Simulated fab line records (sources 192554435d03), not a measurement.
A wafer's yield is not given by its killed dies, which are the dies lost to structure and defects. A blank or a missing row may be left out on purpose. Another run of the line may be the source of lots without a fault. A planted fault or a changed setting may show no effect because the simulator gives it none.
Split-lot trial + flow n5 finfet + route with 1938 steps; 7 lots, 39 wafers read

THE SPLIT ITSELF
At N5_BEOL_M15_ILD_DEP_00 (deposits SiO2 from TEOS/O2, target thk 1629.3 nm, time 346.1 s), the setting time s was moved away from the recipe's 346.1 s on 12 of the 39 wafers read, by -47.8% to +37.1%. All remaining wafers had this setting at the recipe value.

The file shows no step between the split and the reading.

THE READING
At N5_BEOL_M15_THK_MEAS_01: M15_ILD_THK, given in nm. On this fab line, fault-free wafers typically give 1628 nm with a standard deviation of 23 nm.

| wafer  | tool, chamber at the split | time s as run, s | against the recipe | M15_ILD_THK, nm | against lot-mates on the recipe |
|--------|----------------------------|------------------|--------------------|-----------------|---------------------------------|
| L076.1 | pecvd-01, 1                | 245.1            | -29.2%             | 1174            | -451                            |
| L076.2 | pecvd-01, 0                | 346.1            | recipe             | 1601            | -                               |
| L076.3 | pecvd-01, 2                | 245.1            | -29.2%             | 1149            | -476                            |
| L076.4 | pecvd-01, 1                | 346.1            | recipe             | 1631            | -                               |
| L076.5 | pecvd-01, 2                | 346.1            | recipe             | 1643            | -                               |
| L076.6 | pecvd-01, 0                | 245.1            | -29.2%             | 1162            | -463                            |
| L074.2 | pecvd-02, 2                | 346.1            | recipe             | 1616            | -                               |
| L074.4 | pecvd-02, 2                | 346.1            | recipe             | 1642            | -                               |
| L074.6 | pecvd-02, 1                | 346.1            | recipe             | 1650            | -                               |
| L079.1 | pecvd-01, 1                | 346.1            | recipe             | 1630            | -                               |
| L079.2 | pecvd-01, 2,0              | 346.1            | recipe             | 1632            | -                               |
| L079.3 | pecvd-01, 2,0              | 346.1            | recipe             | 1632            | -                               |
| L079.4 | pecvd-01, 2                | 346.1            | recipe             | 1647            | -                               |
| L079.5 | pecvd-01, 0                | 346.1            | recipe             | 1648            | -                               |
| L079.6 | pecvd-01, 1                | 346.1            | recipe             | 1640            | -                               |
| L083.1 | pecvd-02, 0                | 180.5            | -47.8%             | 835             | -825                            |
| L083.2 | pecvd-02, 1                | 346.1            | recipe             | 1647            | -                               |
| L083.3 | pecvd-02, 2                | 180.5            | -47.8%             | 886             | -774                            |
| L083.4 | pecvd-02, 0                | 180.5            | -47.8%             | 845             | -815                            |
| L083.5 | pecvd-02, 1                | 346.1            | recipe             | 1665            | -                               |
| L083.6 | pecvd-02, 2                | 346.1            | recipe             | 1669            | -                               |
| L088.1 | pecvd-04, 1                | 346.1            | recipe             | 1608            | -                               |
| L088.2 | pecvd-04, 2                | 346.1            | recipe             | 1611            | -                               |
| L088.3 | pecvd-04, 0                | 346.1            | recipe             | 1555            | -                               |
| L088.4 | pecvd-04, 1                | 346.1            | recipe             | 1625            | -                               |
| L088.5 | pecvd-04, 2                | 346.1            | recipe             | 1653            | -                               |
| L088.6 | pecvd-04, 0                | 346.1            | recipe             | 1606            | -                               |
| L092.1 | pecvd-02, 1                | 346.1            | recipe             | 1632            | -                               |
| L092.2 | pecvd-02, 2                | 448.7            | +29.6%             | 2128            | +497                            |
| L092.3 | pecvd-02, 0                | 346.1            | recipe             | 1618            | -                               |
| L092.4 | pecvd-02, 1                | 448.7            | +29.6%             | 2129            | +498                            |
| L092.5 | pecvd-02, 0                | 346.1            | recipe             | 1643            | -                               |
| L092.6 | pecvd-02, 2                | 448.7            | +29.6%             | 2190            | +559                            |
| L093.1 | pecvd-02, 1                | 474.6            | +37.1%             | 2217            | +586                            |
| L093.2 | pecvd-02, 0                | 474.6            | +37.1%             | 2225            | +594                            |
| L093.3 | pecvd-02, 0                | 346.1            | recipe             | 1630            | -                               |
| L093.4 | pecvd-02, 1                | 346.1            | recipe             | 1636            | -                               |
| L093.5 | pecvd-02, 0                | 346.1            | recipe             | 1627            | -                               |
| L093.6 | pecvd-02, 1                | 474.6            | +37.1%             | 2238            | +607                            |
The file does not say which wafer passed through which chamber wherever a row lists several chambers: such a row stands for several wafers.

FIT RESULTS
A straight line over all 39 wafers: M15_ILD_THK changes by +16.4 nm for each +1% of time s; r = +1.00; the points scatter about the line by 24 nm.
The same after taking each lot's own level away (the mean of its wafers on the recipe; 39 wafers): +16.6 nm for each +1%; r = +1.00; scatter 21 nm.
On that fit, the largest move of time s shifts the reading by 7.9e+02 nm.
The span of the lots' own levels, 1609.7 to 1660.3 nm, comes to 2.2 times the standard deviation stated above.
Hence the lot-to-lot level has little effect on the slope; both slopes agree.
Check: with one of the wafers moved furthest among these (-47.8%) left out of the fit, the line predicts -786 nm for it against its lot-mates. Against them it came out at -825 nm.

THE WHOLE CHAIN: every reading that the file lists as answering this split, in the file's order
| step                    | what it does                                                   | reading                                                                             | change (the file's fit)              | r (the file's) |
|-------------------------|----------------------------------------------------------------|-------------------------------------------------------------------------------------|--------------------------------------|----------------|
| N5_BEOL_M15_ILD_DEP_00  | deposits SiO2 from TEOS/O2, target thk 1629.3 nm, time 346.1 s | SiO2_of_BEOL_M15_ILD_DEP_00.thk nm (the simulator's own value, which no gauge read) | +16.6 nm for each +1% of the setting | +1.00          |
| N5_BEOL_M15_THK_MEAS_01 |                                                                | M15_ILD_THK                                                                         | +16.6 for each +1% of the setting    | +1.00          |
| N5_BEOL_M15_VIA_ETCH_16 | etches SiO2 in C4F8/O2/Ar, target depth 1792.2 nm              | etch.depth nm (the simulator's own value, which no gauge read)                      | +16.6 nm for each +1% of the setting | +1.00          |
| N5_BEOL_M15_VIA_ETCH_16 | etches SiO2 in C4F8/O2/Ar, target depth 1792.2 nm              | coat_of_BEOL_M15_COAT_04.thk nm (the simulator's own value, which no gauge read)    | -3.94 nm for each +1% of the setting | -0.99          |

FILE'S OWN FIT
M15_ILD_THK changes by +16.6 nm for each +1% of time s, r = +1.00.
